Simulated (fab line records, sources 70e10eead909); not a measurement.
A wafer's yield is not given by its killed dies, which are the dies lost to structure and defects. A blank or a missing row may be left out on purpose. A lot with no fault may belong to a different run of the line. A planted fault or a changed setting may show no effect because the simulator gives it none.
Chamber matching	flow nand_harc	pecvd-02 running NHARC_THIN_TSV_DEP_43: 3 sister chambers
The step deposits SiO2, target thk 1328.5 nm. 3 wafers are shown with their chamber, then 8 later ones without.

EACH WAFER AND ITS CHAMBER
wafer	chamber	throttle_valve_pct (%)
L962.4	2	16.6
L962.5	0	15.9
L964.2	1	16.2

WAFERS WHOSE CHAMBER IS MISSING
wafer	throttle_valve_pct (%)
L964.3	15.8
L964.5	16.4
L965.3	15.7
L965.4	15.7
L965.5	16.3
L967.2	16.4
L967.4	15.9
L967.6	16.3

WHICH CHAMBER EACH ONE RAN IN
wafer	from the rows above	in truth
L964.3	can't be placed: 0 or 1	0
L964.5	can't be placed: 1 or 2 or 0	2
L965.3	can't be placed: 0 or 1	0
L965.4	can't be placed: 0 or 1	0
L965.5	can't be placed: 1 or 2 or 0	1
L967.2	can't be placed: 1 or 2 or 0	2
L967.4	can't be placed: 0 or 1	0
L967.6	can't be placed: 1 or 2 or 0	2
Placed correctly: 0 of 8. Unplaceable from these rows: 8, with the true chamber sitting among the candidates in 8. 0 placed wrongly.
How it was worked out, from the rows above alone: a wafer's distance from a chamber is the root of the sum, over the readings, of the square of ((its reading less the chamber's mean) divided by the reading's scatter). The wafer belongs to the nearest chamber; if the next one is less than 2 further off, it can't be placed. For every chamber, the mean is computed from those of its wafers that are shown. The scatter (one wafer shown for each chamber): square how far every hidden wafer sits from the nearest shown wafer, average those squares and take the square root.
